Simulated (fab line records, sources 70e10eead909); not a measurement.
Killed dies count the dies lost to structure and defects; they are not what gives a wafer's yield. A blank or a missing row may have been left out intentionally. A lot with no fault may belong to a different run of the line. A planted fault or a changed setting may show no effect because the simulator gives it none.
Matching of chambers / flow nandHarc / NHARC_A_CONTACT_ALD_18 on aldMetal-04 has 4 sister chambers
The step deposits TiN, target thk 3 nm, pulse time 1 s, ald cycles 150. 4 wafers are shown with their chamber, then 7 later ones without.

== WAFERS, EACH WITH ITS CHAMBER ==
wafer=L081.2; chamber=1; heaterPowerW (W)=1054
wafer=L081.3; chamber=3; heaterPowerW (W)=1246
wafer=L081.6; chamber=2; heaterPowerW (W)=1076
wafer=L085.5; chamber=0; heaterPowerW (W)=1019

== WAFERS MISSING THEIR CHAMBER ==
wafer=L085.6; heaterPowerW (W)=1019
wafer=L089.1; heaterPowerW (W)=1034
wafer=L089.4; heaterPowerW (W)=1248
wafer=L089.6; heaterPowerW (W)=1046
wafer=L093.1; heaterPowerW (W)=982
wafer=L093.5; heaterPowerW (W)=1042
wafer=L093.6; heaterPowerW (W)=958

== WHICH CHAMBER EACH WENT THROUGH ==
wafer=L085.6; from the rows above=can't be placed: 0 or 1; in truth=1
wafer=L089.1; from the rows above=can't be placed: 0 or 1 or 2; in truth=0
wafer=L089.4; from the rows above=3; in truth=3
wafer=L089.6; from the rows above=can't be placed: 1 or 0 or 2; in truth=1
wafer=L093.1; from the rows above=can't be placed: 0 or 1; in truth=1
wafer=L093.5; from the rows above=can't be placed: 1 or 0 or 2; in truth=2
wafer=L093.6; from the rows above=can't be placed: 0 or 1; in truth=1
Correct placement for 1 of the 7. These rows do not allow placing 6 (true chamber among the candidates in 6). Placed wrongly: 0.
How it was worked out, from the rows above alone: a wafer's distance from a chamber is the root of the sum, over the readings, of the square of ((its reading less the chamber's mean) divided by the reading's scatter). If the next closest chamber is less than 2 further off than the closest, the wafer can't be placed; otherwise it belongs to the closest. For every chamber, the mean is computed from those of its wafers that are shown. The scatter (one wafer shown for each chamber): square how far every hidden wafer sits from the nearest shown wafer, average those squares and take the square root.
